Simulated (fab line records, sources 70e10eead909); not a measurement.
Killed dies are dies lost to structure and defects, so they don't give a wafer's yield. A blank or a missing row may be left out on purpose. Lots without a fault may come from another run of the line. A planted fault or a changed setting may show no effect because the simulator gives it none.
fab line records | flow nand_harc
record lots=15 wafers=45 last_day=33
route steps=1302 shown P_ZERO_WELL@46 P_STI@81 P_GATE@124
lots that met no fault: from a run of the same line without faults
start_h: hours from the record's first day to the start of the lot's first wafer shown | wait_h: hours since the lot's step before | " the same as in the row above | L1.1+2: a row that stands for several wafers | - no value, or no start given | * or withheld: withheld | < > ~ a bound
route shown NAME@n: a module of which the file shows steps, and the number in the route of the first | usual: mean/standard deviation of fault-free wafers | same: alike in all rows | chamber/n: place in a boat | sites: the reading at each site | _std_site: their standard deviation | _edge_site: outer sites' mean less inner sites' | radius_mm: how far each site lies from the wafer's centre | mask NAME#n: copy n | behind: the tool/chamber that last shaped the wafer | hold: why the lot was held/for how many hours/how that ended | device: the transistor (n, p or np) that didn't switch | end of line: the same wafers' tests at the end of the route | a step without rows: its recipe alone | killed: dies lost to structure and defects at the first sort, not the wafer's yield | map: a wafer's dies, x killed, . not, _ none there
set.NAME: the setting as run; set.NAME@STEP: as run at that earlier step | model.NAME: the simulator's own value behind a step, which no gauge read
steps of the route over a sample of lots; a table a step, a row a wafer
services: from which hour (start_h, from the record's first day; less than 0 if before it) a tool's chamber was out of use, for how many hours, and why
## steps
# step NHARC_P_ZERO_WELL_DESCUM_39
# recipe time_s=3 o2_flow_sccm=200 ar_flow_sccm=0 bias_power_w=0 chemistry=O2
# usual drypump_motor_current_A=5.7/0.36 oes_product_au=0.999/0.011 rf_vpp_V=57.7/0.79 showerhead_plenum_p_Torr=1.88/0.075 throttle_valve_pct=11.311/0.0093
# columns lot.wafer tool chamber start_h wait_h drypump_motor_current_A oes_product_au rf_hours_counter_h rf_vpp_V showerhead_plenum_p_Torr throttle_valve_pct
L157.1 rie_diel-12 1 24.29 - 5.5 1.002 37 56.8 1.82 11.303
L157.5 " 2 " " 6.0 1.004 - 58.1 2.01 11.303
L157.6 " 3 " " 5.9 0.994 - 57.4 1.95 11.303
L158.3 rie_diel-13 2 34.54 - 6.5 0.995 7 57.7 1.90 11.313
L158.4 " 1 " " 5.4 1.006 13 58.2 1.84 11.314
L158.6 " 2 " " 6.6 0.996 - 57.1 1.90 11.306
L159.3 rie_diel-13 2 44.39 - 6.6 1.006 10 57.4 1.90 11.307
L159.1 " 3 " " 5.5 0.995 17 57.7 1.85 11.312
L159.6 " 1 " " 5.3 1.003 - 57.3 1.84 11.326
L160.3 rie_diel-03 3 54.26 - 5.3 1.020 37 56.0 1.78 11.308
L160.4 " 2 " " 6.1 0.996 36 56.7 1.83 11.304
L160.6 " 3 " " 5.3 1.006 - 56.7 1.78 11.317
L161.2 rie_diel-13 2 64.18 - 6.6 0.997 17 57.6 1.90 11.306
L161.1 " 3 " " 5.5 0.999 25 58.2 1.85 11.298
L161.6 " 1 " " 5.4 1.011 - 58.1 1.84 11.311
L162.3 rie_diel-12 2 74.28 - 6.0 0.989 47 58.5 2.00 11.317
L162.2 " 3 " " 5.9 0.995 39 58.3 1.95 11.314
L162.6 " 3 " " 5.9 0.991 - 58.6 1.95 11.314
L171.2 rie_diel-03 0 164.14 - 5.5 1.012 18 57.5 1.87 11.306
L171.1 " 1 " " 5.3 1.013 17 57.7 2.00 11.308
L171.3 " 2 " " 6.1 1.011 18 57.4 1.82 11.325
L172.3 rie_diel-13 0 174.29 - 5.5 0.984 0 55.9 1.78 11.293
L172.5 " 0 " " 5.5 0.979 - 56.5 1.78 11.294
L172.6 " 1 " " 5.4 1.008 - 57.5 1.83 11.309
L173.4 rie_diel-12 1 184.19 - 5.4 1.009 20 58.0 1.81 11.319
L173.3 " 3 " " 5.9 0.996 30 57.9 1.94 11.297
L173.6 " 2 " " 6.0 0.994 - 58.4 1.99 11.319
L175.4 rie_diel-03 0 204.66 - 5.5 1.022 33 58.2 1.87 11.307
L175.3 " 1 " " 5.3 0.990 34 57.4 1.99 11.320
L175.6 " 0 " " 5.5 1.014 - 56.3 1.87 11.306
L176.4 rie_diel-12 2 214.24 - 6.0 0.995 36 58.7 1.99 11.304
L176.3 " 3 " " 5.9 0.983 37 57.6 1.94 11.308
L176.5 " 2 " " 6.0 0.992 - 59.1 1.99 11.308
L177.2 rie_diel-13 3 224.25 - 5.5 0.999 15 58.1 1.83 11.318
L177.1 " 0 " " 5.5 0.994 14 57.9 1.77 11.311
L177.5 " 2 " " 6.5 0.987 - 58.4 1.88 11.295
L178.4 rie_diel-13 3 234.22 - 5.5 1.005 19 57.9 1.83 11.313
L178.6 " 0 " " 5.5 0.986 - 57.6 1.77 11.298
L178.5 " 1 " " 5.4 1.011 - 57.2 1.83 11.317
L179.2 rie_diel-12 1 244.33 - 5.4 0.995 43 56.2 1.80 11.326
L179.3 " 3 " " 5.9 0.976 51 56.5 1.93 11.309
L179.5 " 0 " " 5.6 1.007 - 58.0 1.82 11.296
L180.3 rie_diel-13 3 254.18 - 5.5 0.998 25 57.3 1.83 11.316
L180.4 " 0 " " 5.5 0.982 22 57.7 1.77 11.310
L180.5 " 3 " " 5.5 0.993 - 58.1 1.83 11.313
# step NHARC_P_ZERO_WELL_INSPECT_43
# usual raw_defect_count=13/5.8
# columns lot.wafer tool chamber start_h wait_h raw_defect_count
L157.1 defect_inspect-01 - 27.71 0.6 10
L157.5 " - " " 11
L157.6 " - " " 5
L158.3 defect_inspect-01 - 38.08 0.4 16
L158.4 " - " " 14
L158.6 " - " " 7
L159.1 defect_inspect-02 - 47.73 0.6 9
L159.3 " - " " 14
L159.6 " - " " 9
L160.3 defect_inspect-01 - 57.58 0.4 12
L160.4 " - " " 15
L160.6 " - " " 20
L161.1 defect_inspect-02 - 67.57 0.6 16
L161.2 " - " " 10
L161.6 " - " " 11
L162.2 defect_inspect-02 - 77.58 0.5 19
L162.3 " - " " 13
L162.6 " - " " 8
L171.1 defect_inspect-01 - 167.44 0.6 11
L171.2 " - " " 15
L171.3 " - " " 28
L172.3 defect_inspect-02 - 177.59 0.4 9
L172.5 " - " " 16
L172.6 " - " " 25
L173.3 defect_inspect-01 - 187.45 0.4 9
L173.4 " - " " 10
L173.6 " - " " 9
L175.3 defect_inspect-02 - 207.83 0.4 21
L175.4 " - " " 3
L175.6 " - " " 23
L176.3 defect_inspect-02 - 217.54 0.4 31
L176.4 " - " " 17
L176.5 " - " " 14
L177.1 defect_inspect-02 - 227.53 0.6 18
L177.2 " - " " 7
L177.5 " - " " 10
L178.4 defect_inspect-01 - 237.49 0.2 13
L178.5 " - " " 12
L178.6 " - " " 16
L179.2 defect_inspect-01 - 247.56 0.5 6
L179.3 " - " " 6
L179.5 " - " " 12
L180.3 defect_inspect-01 - 257.45 0.4 9
L180.4 " - " " 4
L180.5 " - " " 8
# step NHARC_P_STI_PEB_07
# recipe peb_temp_c=128 peb_time_s=80
# usual chill_plate_temp_C=22.99/0.099 exhaust_pa=45.0/0.93
# columns lot.wafer tool chamber start_h wait_h chill_plate_temp_C exhaust_pa
L157.1 litho_track-02 0 44.23 0.1 22.87 44.6
L157.5 " 0 " " 22.97 44.1
L157.6 " 0 " " 23.04 44.4
L158.3 litho_track-05 0 52.71 0.1 23.02 42.7
L158.4 " 0 " " 22.91 45.3
L158.6 " 0 " " 22.96 43.9
L159.1 litho_track-02 0 62.86 0.1 22.79 45.4
L159.3 " 0 " " 23.02 45.7
L159.6 " 0 " " 22.89 46.0
L160.3 litho_track-02 0 75.03 0.1 22.93 46.1
L160.4 " 0 " " 23.01 45.0
L160.6 " 0 " " 22.95 45.6
L161.1 litho_track-05 0 83.43 0.1 22.95 44.5
L161.2 " 0 " " 22.91 45.3
L161.6 " 0 " " 22.97 45.8
L162.2 litho_track-07 0 93.97 0.1 22.94 44.6
L162.3 " 0 " " 23.02 45.3
L162.6 " 0 " " 23.05 45.6
L171.1 litho_track-05 - 182.20 0.1 - -
L171.2 " - " " - -
L171.3 " - " " - -
L172.3 litho_track-05 - 194.10 0.1 - -
L172.5 " - " " - -
L172.6 " - " " - -
L173.3 litho_track-02 - 202.45 0.1 - -
L173.4 " - " " - -
L173.6 " - " " - -
L175.3 litho_track-02 0 223.60 0.1 23.09 45.1
L175.4 " 0 " " 22.82 45.5
L175.6 " 0 " " 22.95 44.8
L176.3 litho_track-05 0 237.64 0.1 23.10 44.7
L176.4 " 0 " " 23.20 45.2
L176.5 " 0 " " 23.06 44.6
L177.1 litho_track-07 0 246.64 0.1 22.91 44.1
L177.2 " 0 " " 22.95 43.9
L177.5 " 0 " " 22.80 43.3
L178.4 litho_track-02 0 252.58 0.0 23.05 44.9
L178.5 " 0 " " 22.96 44.4
L178.6 " 0 " " 23.09 45.5
L179.2 litho_track-02 0 262.02 0.1 23.04 45.0
L179.3 " 0 " " 23.03 44.9
L179.5 " 0 " " 23.10 45.3
L180.3 litho_track-05 0 273.33 0.0 22.91 45.4
L180.4 " 0 " " 22.99 45.0
L180.5 " 0 " " 23.16 43.0
# step NHARC_P_GATE_DESCUM_13
# recipe time_s=3 o2_flow_sccm=200 ar_flow_sccm=0 bias_power_w=0 chemistry=O2
# usual drypump_motor_current_A=5.7/0.34 oes_product_au=1.002/0.012 rf_vpp_V=57.7/0.86 showerhead_plenum_p_Torr=1.87/0.061 throttle_valve_pct=11.310/0.0097
# columns lot.wafer tool chamber start_h wait_h drypump_motor_current_A oes_product_au rf_hours_counter_h rf_vpp_V showerhead_plenum_p_Torr throttle_valve_pct
L157.1 rie_diel-02 0 82.18 - 5.6 1.000 1 57.3 1.85 11.305
L157.6 " 1 " " 6.0 1.009 - 57.6 1.81 11.307
L157.5 " 2 " " 6.1 0.990 - 57.7 1.81 11.309
L158.4 rie_diel-07 2 94.15 - 6.0 1.017 12 58.3 1.97 11.287
L158.3 " 3 " " 6.4 1.019 13 58.1 1.83 11.297
L158.6 " 1 " " 5.6 0.986 - 57.3 1.84 11.294
L159.1 rie_diel-01 2 98.04 - 5.3 0.995 4 56.5 1.92 11.313
L159.3 " 0 " " 6.0 1.003 5 58.6 1.92 11.296
L159.6 " 2 " " 5.3 1.001 - 57.9 1.92 11.309
L160.3 rie_diel-07 1 113.34 - 5.6 0.985 12 56.9 1.84 11.303
L160.4 " 2 " " 6.0 1.017 13 58.3 1.97 11.315
L160.6 " 1 " " 5.6 0.980 - 58.1 1.84 11.302
L161.2 rie_diel-01 0 118.12 - 5.9 1.006 5 57.9 1.92 11.305
L161.1 " 1 " " 5.3 1.021 6 57.3 1.86 11.301
L161.6 " 0 " " 6.0 1.012 - 57.4 1.92 11.324
L162.3 rie_diel-02 1 128.66 - 6.0 1.004 3 57.1 1.80 11.312
L162.2 " 2 " " 6.1 0.988 4 56.8 1.81 11.308
L162.6 " 1 " " 6.0 0.993 - 57.5 1.80 11.314
L175.3 rie_diel-02 0 264.94 - 5.6 0.988 1 56.7 1.85 11.314
L175.4 " 3 " " 6.0 1.000 2 57.9 1.84 11.314
L175.6 " 0 " " 5.6 0.985 - 56.9 1.85 11.313
L176.3 rie_diel-01 2 277.55 - 5.3 0.990 4 57.4 1.92 11.297
L176.4 " 0 " " 6.0 1.019 4 57.0 1.92 11.301
L176.5 " 2 " " 5.3 0.993 - 58.0 1.92 11.313
L177.1 rie_diel-01 0 286.71 - 6.0 1.001 5 57.0 1.92 11.319
L177.2 " 2 " " 5.3 0.998 4 58.4 1.92 11.306
L177.5 " 1 " " 5.3 1.014 - 56.2 1.85 11.328
L178.4 rie_diel-01 3 293.50 - 5.6 0.999 5 57.5 1.86 11.314
L178.5 " 2 " " 5.3 0.991 - 57.2 1.92 11.313
L178.6 " 3 " " 5.6 1.001 - 56.1 1.86 11.319
L179.3 rie_diel-02 1 301.18 - 6.0 1.000 4 60.0 1.80 11.302
L179.2 " 2 " " 6.1 0.985 5 56.9 1.81 11.303
L179.5 " 2 " " 6.1 0.986 - 57.5 1.81 11.314
L180.4 rie_diel-07 2 311.62 - 6.0 1.002 0 57.6 1.97 11.307
L180.3 " 3 " " 6.4 0.997 0 57.3 1.83 11.313
L180.5 " 2 " " 6.0 1.005 - 59.0 1.97 11.303
## services
# columns tool chamber start_h hours kind
rie_diel-13 2 13.59 7.5 repair
rie_diel-01 - 26.80 9.0 pm
rie_diel-02 - 39.70 9.0 pm
litho_track-02 - 52.00 7.0 pm
rie_diel-12 - 91.41 9.0 pm
rie_diel-13 1 92.68 3.0 repair
rie_diel-13 0 114.49 5.1 repair
rie_diel-13 1 123.98 6.7 repair
litho_track-05 - 124.00 7.0 pm
rie_diel-12 1 139.20 13.4 repair
rie_diel-13 - 165.04 9.0 pm
rie_diel-13 - 185.06 1.1 repair
rie_diel-01 0 188.55 13.6 repair
rie_diel-02 1 199.48 5.8 repair
rie_diel-01 - 203.80 9.0 pm
rie_diel-13 2 207.51 5.5 repair
rie_diel-02 - 216.70 9.0 pm
rie_diel-01 0 225.05 2.0 repair
litho_track-02 - 227.00 7.0 pm
rie_diel-13 1 236.15 8.1 repair
rie_diel-12 2 240.08 14.6 repair
rie_diel-12 - 268.56 9.0 pm
litho_track-05 - 299.00 7.0 pm
rie_diel-12 1 306.40 2.4 repair
## key
first_sign step=NHARC_P_STI_PEB_07 reading=tool_record direction=missing
effect none on later readings
met_at NHARC_P_STI_PEB_07
struck_lots L171,L172,L173
later_rows_left_out L171.1,L171.2,L171.3,L172.3,L172.5,L172.6,L173.3,L173.4,L173.6
sort_left_out L171.1,L171.2,L171.3,L172.3,L172.5,L172.6,L173.3,L173.4,L173.6
tester_left_out L171,L172,L173
not_acting_at NHARC_P_ZERO_WELL_DESCUM_39,NHARC_P_ZERO_WELL_INSPECT_43,NHARC_P_GATE_DESCUM_13
onset_between 83.43 182.20
fault kind=skipped_step_whole tool=litho_track-02,litho_track-05 chamber=- onset_h=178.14 steps=NHARC_P_STI_PEB_07 scope=struck_lots_only
# tester_left_out: of these lots the tester's yield and bins aren't shown, on N5 and GAA mostly nor the transistor test; their killed dies are dies lost to structure and defects alone, not to doping, threshold or leakage, so they don't give the yield
# sort_left_out: the simulated sort isn't trusted on such a fault, so these wafers' sort isn't shown, and their yield isn't known
# later_rows_left_out: the simulator's readings of these wafers behind a module that went badly wrong aren't trusted and aren't shown, but for the sort
